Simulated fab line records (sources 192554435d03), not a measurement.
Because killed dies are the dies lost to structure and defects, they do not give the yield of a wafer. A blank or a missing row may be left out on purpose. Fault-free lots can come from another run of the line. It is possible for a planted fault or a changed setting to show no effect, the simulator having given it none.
Comparing a struck lot with a sound one + flow n5 finfet + 18 out of 1938 route steps
Sound: the wafers L149.1, L149.5, L149.6. Wafers L165.2, L165.4, L165.6 were the ones struck. The cause is named last.
Per side, at each step with rows, come the tool, then ch with its chambers, and then its first start. Under that, the readings that differ: sound wafers + struck wafers + difference of the means + sigmas: that difference in standard deviations of wafers without a fault.
alike: readings whose means differ by less than 2 such deviations, and words and numbers that are the same on both sides. not compared: withheld readings, readings that some wafer has no value for, bounds like >300 that may hide the same value, and numbers for which the record gives no deviation and whose values overlap.
The two part at a step that has a row with sigmas, a row that says differs or no value, or rows on one side only. Numbers that have no deviation but don't overlap get no sigmas and don't part them. A reading missing from all wafers of one side parts the sides only when that side holds two or more wafers.

first, 6 steps without rows for these wafers: N5_BEOL_M6_COAT_22 (resist thk 30 nm); N5_BEOL_M6_EBR_24; N5_BEOL_M6_SOFTBAKE_23 (time 60 s); N5_BEOL_M6_EXPOSE_25 (exposes mask V5, target cd 40 nm); N5_BEOL_M6_PEB_26 (peb time 60 s); N5_BEOL_M6_DEVELOP_27 (develop time 30 s).
N5_BEOL_M6_CD_MEAS_28 targets a cd of 40 nm.
  sound on cd sem-03 ch 0, day 10 04:25; struck on cd sem-01 ch 0, day 14 04:32
  alike: cd nm
N5_BEOL_M6_OVL_MEAS_29:
  sound on overlay-02 ch 0, day 10 04:26; struck on overlay-02 ch 0, day 14 04:34
  alike: V5_OVL
N5_BEOL_M6_INSPECT_30: inspects for defects (brightfield).
  sound: defect inspect-01 at day 10 04:30; struck: defect inspect-02 at day 14 04:37
| reading          | sound       | struck      | difference | sigmas |
|------------------|-------------|-------------|------------|--------|
| raw defect count | 468 394 617 | 317 285 319 | -186       | -2     |
N5_BEOL_M6_DESCUM_33: chemistry O2, time 7 s.
  sound on rie diel-03 ch 0,1,3, day 10 04:50; struck on rie diel-03 ch 0,1,3, day 14 04:45
  alike: drypump motor current A, oes product au, rf vpp V, showerhead plenum p Torr, temp c, throttle valve pct
  not compared: rf hours counter h
N5_BEOL_M6_ETCH_72: etches underlayer in N2/H2, target depth 6.5 nm, time 5.2 s.
  sound on rie diel-03 ch 0,1,3, day 10 04:53; struck on rie diel-03 ch 0,1,3, day 14 04:47
  alike: bias w, drypump motor current A, etch rf on time s, n2 flow sccm, oes product au, rf vpp V, showerhead plenum p Torr, throttle valve pct
  not compared: rf hours counter h
N5_BEOL_M6_ETCH_65: etches SiARC in CF4, target depth 15.6 nm, time 26 s.
  sound on rie diel-03 ch 0,1,3, day 10 04:53; struck on rie diel-03 ch 0,1,3, day 14 04:48
  alike: bias w, drypump motor current A, etch rf on time s, oes product au, rf vpp V, showerhead plenum p Torr, throttle valve pct
  not compared: rf hours counter h
N5_BEOL_M6_ETCH_66: etches SOC in N2/H2, target depth 80 nm, overetch 16 nm, time 120 s.
  sound on rie diel-03 ch 0,1,3, day 10 04:55; struck on rie diel-03 ch 0,1,3, day 14 04:50
| reading                                    | sound      | struck       | difference | sigmas |
|--------------------------------------------|------------|--------------|------------|--------|
| model.SiARC_of_BEOL_M6_COAT_64.thk nm (nm) | 6.2 6.2 6  | 8.2 8 8.2    | +2.0       |        |
| model.BEOL_M6.cd nm (nm)                   | 40 40 39.8 | 39.4 39 39.2 | -0.7       |        |
  alike: bias w, drypump motor current A, n2 flow sccm, oes product au, rf vpp V, showerhead plenum p Torr, temp c, throttle valve pct
  not compared: rf hours counter h
then, 2 steps without rows for these wafers: N5_BEOL_M6_STRIP_69 (strips in N2/H2); N5_BEOL_M6_STRIP_73 (strips in N2/H2).
N5_BEOL_M6_VIA_ETCH_34: etches SiCOH lowk in C4F6/O2, target depth 126.3 nm, time 50.9 s.
  sound on rie diel-03 ch 0,1,3, day 10 05:01; struck on rie diel-03 ch 0,1,3, day 14 04:56
| reading                  | sound        | struck       | difference | sigmas |
|--------------------------|--------------|--------------|------------|--------|
| model.BEOL_M6.cd nm (nm) | 40 40.2 39.8 | 39.6 39 39.2 | -0.7       |        |
  alike: bias w, drypump motor current A, oes product au, rf vpp V, showerhead plenum p Torr, throttle valve pct
  not compared: rf hours counter h
then, 2 steps without rows for these wafers: N5_BEOL_M6_STRIP_76 (strips in C4F6/O2); N5_PASSIVATION_PROBE_49.

## WHERE THEY PART
Within this record, at N5_BEOL_M6_INSPECT_30 only. Later steps at which nothing parts them and some readings are alike: N5_BEOL_M6_DESCUM_33, N5_BEOL_M6_ETCH_72, N5_BEOL_M6_ETCH_65, N5_BEOL_M6_ETCH_66, N5_BEOL_M6_VIA_ETCH_34.

WHY: what had been put in by the simulator
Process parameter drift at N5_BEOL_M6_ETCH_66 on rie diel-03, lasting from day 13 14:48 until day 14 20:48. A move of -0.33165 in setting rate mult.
